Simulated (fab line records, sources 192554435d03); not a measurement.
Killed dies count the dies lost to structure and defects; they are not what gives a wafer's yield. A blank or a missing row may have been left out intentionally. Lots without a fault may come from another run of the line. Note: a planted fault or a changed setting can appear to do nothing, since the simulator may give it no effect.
Lot-split experiment / flow n5_finfet / route with 1938 steps; 7 lots, 21 wafers read

== THE SPLIT ==
At N5_BEOL_M10_TRENCH_ETCH_37 (etches SiCOH lowk in C4F6/O2, target depth 148.83 nm, time 48 s), the setting time_s was moved away from the recipe's 48 s on 4 of the 21 wafers read, by -18.2% to +19.7%. The other wafers ran this setting at the recipe's value.

== FROM THE SPLIT TO THE READING: what the file shows between them, 4 steps ==
- N5_BEOL_M10_ETCH_41: etches SiCN in CH3F/O2, target depth 42.6 nm, time 86 s
- N5_BEOL_M10_STRIP_77: strips in N2/H2, time 10 s
- N5_BEOL_M10_ECD_50: material Cu, target thk 318 nm
- N5_BEOL_M10_ANNEAL_51: time 90 s

== THE READING ==
Cu_of_BEOL_M10_ECD_50.thk_nm (the simulator's own value, which no gauge read), in nm, at N5_BEOL_M10_CMP_52 (polishes, stops on SiCOH lowk, t overpolish 7 s, target thk 140 nm). The file gives no usual value for it. The 17 wafers here that ran the recipe average 137.7 nm, standard deviation 2.2 nm.

wafer=L076.1; tool, chamber at the split=rie_diel-04, 0; time_s as run, s=48; against the recipe=recipe; Cu_of_BEOL_M10_ECD_50.thk_nm, nm=138; against lot-mates on the recipe=-
wafer=L076.5; tool, chamber at the split=rie_diel-04, 0; time_s as run, s=57.46; against the recipe=+19.7%; Cu_of_BEOL_M10_ECD_50.thk_nm, nm=165.4; against lot-mates on the recipe=+28.6
wafer=L076.6; tool, chamber at the split=rie_diel-04, 1; time_s as run, s=48; against the recipe=recipe; Cu_of_BEOL_M10_ECD_50.thk_nm, nm=135.6; against lot-mates on the recipe=-
wafer=L078.3; tool, chamber at the split=rie_diel-04, 0; time_s as run, s=48; against the recipe=recipe; Cu_of_BEOL_M10_ECD_50.thk_nm, nm=136.4; against lot-mates on the recipe=-
wafer=L078.2; tool, chamber at the split=rie_diel-04, 1; time_s as run, s=48; against the recipe=recipe; Cu_of_BEOL_M10_ECD_50.thk_nm, nm=139.6; against lot-mates on the recipe=-
wafer=L078.5; tool, chamber at the split=rie_diel-04, 0; time_s as run, s=48; against the recipe=recipe; Cu_of_BEOL_M10_ECD_50.thk_nm, nm=139; against lot-mates on the recipe=-
wafer=L088.1; tool, chamber at the split=rie_diel-04, 3; time_s as run, s=48; against the recipe=recipe; Cu_of_BEOL_M10_ECD_50.thk_nm, nm=137.4; against lot-mates on the recipe=-
wafer=L088.3; tool, chamber at the split=rie_diel-04, 2; time_s as run, s=54.06; against the recipe=+12.6%; Cu_of_BEOL_M10_ECD_50.thk_nm, nm=155.2; against lot-mates on the recipe=+17.7
wafer=L088.6; tool, chamber at the split=rie_diel-04, 2; time_s as run, s=48; against the recipe=recipe; Cu_of_BEOL_M10_ECD_50.thk_nm, nm=137.6; against lot-mates on the recipe=-
wafer=L087.1; tool, chamber at the split=rie_diel-02, 0; time_s as run, s=48; against the recipe=recipe; Cu_of_BEOL_M10_ECD_50.thk_nm, nm=138.2; against lot-mates on the recipe=-
wafer=L087.6; tool, chamber at the split=rie_diel-02, 1; time_s as run, s=48; against the recipe=recipe; Cu_of_BEOL_M10_ECD_50.thk_nm, nm=140.4; against lot-mates on the recipe=-
wafer=L087.5; tool, chamber at the split=rie_diel-02, 0; time_s as run, s=48; against the recipe=recipe; Cu_of_BEOL_M10_ECD_50.thk_nm, nm=139.8; against lot-mates on the recipe=-
wafer=L089.4; tool, chamber at the split=rie_diel-05, 0; time_s as run, s=39.72; against the recipe=-17.2%; Cu_of_BEOL_M10_ECD_50.thk_nm, nm=110.2; against lot-mates on the recipe=-25.1
wafer=L089.5; tool, chamber at the split=rie_diel-05, 2; time_s as run, s=48; against the recipe=recipe; Cu_of_BEOL_M10_ECD_50.thk_nm, nm=137.4; against lot-mates on the recipe=-
wafer=L089.6; tool, chamber at the split=rie_diel-05, 3; time_s as run, s=48; against the recipe=recipe; Cu_of_BEOL_M10_ECD_50.thk_nm, nm=133.2; against lot-mates on the recipe=-
wafer=L091.1; tool, chamber at the split=rie_diel-02, 0; time_s as run, s=48; against the recipe=recipe; Cu_of_BEOL_M10_ECD_50.thk_nm, nm=135.6; against lot-mates on the recipe=-
wafer=L091.4; tool, chamber at the split=rie_diel-02, 2; time_s as run, s=48; against the recipe=recipe; Cu_of_BEOL_M10_ECD_50.thk_nm, nm=138.2; against lot-mates on the recipe=-
wafer=L091.6; tool, chamber at the split=rie_diel-02, 1; time_s as run, s=39.28; against the recipe=-18.2%; Cu_of_BEOL_M10_ECD_50.thk_nm, nm=114.4; against lot-mates on the recipe=-22.5
wafer=L094.2; tool, chamber at the split=rie_diel-04, 3; time_s as run, s=48; against the recipe=recipe; Cu_of_BEOL_M10_ECD_50.thk_nm, nm=137; against lot-mates on the recipe=-
wafer=L094.6; tool, chamber at the split=rie_diel-04, 1; time_s as run, s=48; against the recipe=recipe; Cu_of_BEOL_M10_ECD_50.thk_nm, nm=142.6; against lot-mates on the recipe=-
wafer=L094.5; tool, chamber at the split=rie_diel-04, 0; time_s as run, s=48; against the recipe=recipe; Cu_of_BEOL_M10_ECD_50.thk_nm, nm=135; against lot-mates on the recipe=-

THE FIT
A straight line over all 21 wafers: Cu_of_BEOL_M10_ECD_50.thk_nm changes by +1.42 nm for each +1% of time_s; r = +0.98; the points scatter about the line by 2.2 nm.
The same after taking each lot's own level away (the mean of its wafers on the recipe; 21 wafers): +1.39 nm for each +1%; r = +0.99; scatter 1.8 nm.
Per that fit: largest time_s move, reading shift of 27 nm.
From 135.30 to 139.47 nm: that is the span of the lots' own levels, equal to 1.9 times the standard deviation above.
The two slopes are in agreement: the lot-to-lot level therefore moves the slope only a little.
Check: for one of the wafers moved furthest among these (+19.7%), held out of the fit, the line's prediction against its lot-mates is +26.8 nm. It came out at +28.6 nm against them.

== THESE WAFERS: OTHER SPLITS ==
Other splits were also applied to these wafers ahead of the reading. Each is held against what the fit with the lots' levels taken away leaves over:
other split on the same wafers=N5_BEOL_M9_TRENCH_ETCH_37 bias_w; wafers away from the commonest value=3; r with Cu_of_BEOL_M10_ECD_50.thk_nm (lot level and that fit taken away)=+0.00
other split on the same wafers=N5_BEOL_M10_VIA_ETCH_34 time_s; wafers away from the commonest value=7; r with Cu_of_BEOL_M10_ECD_50.thk_nm (lot level and that fit taken away)=-0.06

== THE WHOLE CHAIN: every reading that the file lists as answering this split, in the file's order ==
step=N5_BEOL_M10_TRENCH_ETCH_37; what it does=etches SiCOH lowk in C4F6/O2, target depth 148.83 nm, time 48 s; reading=etch.depth_nm (the simulator's own value, which no gauge read); change (the file's fit)=+1.41 nm for each +1% of the setting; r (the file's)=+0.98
step=N5_BEOL_M10_TRENCH_ETCH_37; what it does=etches SiCOH lowk in C4F6/O2, target depth 148.83 nm, time 48 s; reading=BEOL_M10.feature_depth_nm (the simulator's own value, which no gauge read); change (the file's fit)=+1.41 nm for each +1% of the setting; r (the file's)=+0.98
step=N5_BEOL_M10_TRENCH_ETCH_37; what it does=etches SiCOH lowk in C4F6/O2, target depth 148.83 nm, time 48 s; reading=TiN_of_BEOL_M10_HM_DEP_02.thk_nm (the simulator's own value, which no gauge read); change (the file's fit)=-0.0377 nm for each +1% of the setting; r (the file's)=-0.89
step=N5_BEOL_M10_CMP_52; what it does=polishes, stops on SiCOH lowk, t overpolish 7 s, target thk 140 nm; reading=Cu_of_BEOL_M10_ECD_50.thk_nm (the simulator's own value, which no gauge read); change (the file's fit)=+1.39 nm for each +1% of the setting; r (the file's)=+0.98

== FILE'S OWN FIT ==
Cu_of_BEOL_M10_ECD_50.thk_nm changes by +1.39 nm for each +1% of time_s, r = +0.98.
